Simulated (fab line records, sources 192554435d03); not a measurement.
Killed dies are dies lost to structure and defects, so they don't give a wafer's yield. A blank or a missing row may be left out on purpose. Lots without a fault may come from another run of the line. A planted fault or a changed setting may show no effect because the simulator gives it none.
One fault seen from 2 desks | flow n5_finfet | each desk has only its own numbers; what lay behind them comes last

THE TOOL OWNER'S DESK: litho_track-01
The tool's own readings at N5_GATE_CUT_COAT_34 (time 60 s, resist thk 60 nm): means of the sampled wafers that have a number, for each lot that ran on this tool. A lot is out of limits, marked OUT, if its mean lies more than 4 standard deviations from the usual mean; the brackets give that distance.
Columns: A = chill_plate_temp_C at N5_GATE_CUT_COAT_34, usual 23.01 C; B = spin_speed_rpm at N5_GATE_CUT_COAT_34, usual 1499.8 rpm
lot  | first seen here | A     | B
L792 | day 6 15:29     | 23.02 | 1500.6
L794 | day 7 04:26     | 22.99 | 1411.9 (-88) OUT
L797 | day 7 22:55     | 22.98 | 1411.5 (-88) OUT
L798 | day 8 04:59     | 22.93 | 1411.8 (-88) OUT
This desk's finding: out of limits on L794, L797, L798; first on L794, day 7 04:26 (spin_speed_rpm at N5_GATE_CUT_COAT_34). In limits: L792.

THE METROLOGY DESK
What the gauges read, lot by lot, whatever tool the lot ran on: means of the sampled wafers that have a number. A lot is out of limits, marked OUT, if its mean lies more than 4 standard deviations from the usual mean; the brackets give that distance. Of its 10 readings 7 are shown: those that lie furthest out on some lot.
Columns: A = DIBL_P at N5_BEOL_M4_RC_MEAS_101, usual 37.0 mV/V; B = IOFF_N at N5_BEOL_M4_RC_MEAS_101, usual 0.17 nA/um; C = IOFF_P at N5_BEOL_M4_RC_MEAS_101, usual 0.22 nA/um; D = ION_N at N5_BEOL_M4_RC_MEAS_101, usual 673 uA/um; E = ION_P at N5_BEOL_M4_RC_MEAS_101, usual 462 uA/um; F = VT_N at N5_BEOL_M4_RC_MEAS_101, usual 250 mV; G = VT_P at N5_BEOL_M4_RC_MEAS_101, usual -250 mV
lot  | first seen here | A    | B    | C    | D   | E   | F   | G
L794 | day 10 21:20    | 37.3 | 0.17 | 0.23 | 690 | 469 | 249 | -251
L792 | day 10 21:52    | 36.9 | 0.18 | 0.27 | 678 | 475 | 247 | -243
L798 | day 12 06:02    | 41.0 | 0.23 | 0.31 | 694 | 477 | 244 | -243
L797 | day 12 16:32    | 37.8 | 0.17 | 0.21 | 675 | 458 | 250 | -253
L802 | day 13 12:53    | 38.0 | 0.18 | 0.22 | 682 | 463 | 247 | -251
This desk's finding: nothing out of limits on any of the 5 lots.

PUT TOGETHER
The tool owner's desk could have raised an alarm at day 7 04:26, on L794, L797, L798.
The metrology desk saw nothing out of limits.
The metrology desk has L794, L797, L798 on record, within its limits.
Of the lots named, all ran N5_GATE_CUT_COAT_34 on litho_track-01.

WHAT THE SIMULATOR HAD PUT IN
Process parameter drift: litho_track-01, from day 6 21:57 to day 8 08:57, at N5_GATE_CUT_COAT_34. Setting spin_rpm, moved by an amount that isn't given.
Lots struck among those shown: L794, L797, L798.
Hours from the fault's start to each desk's first reading out of limits: the tool owner's desk, 6.
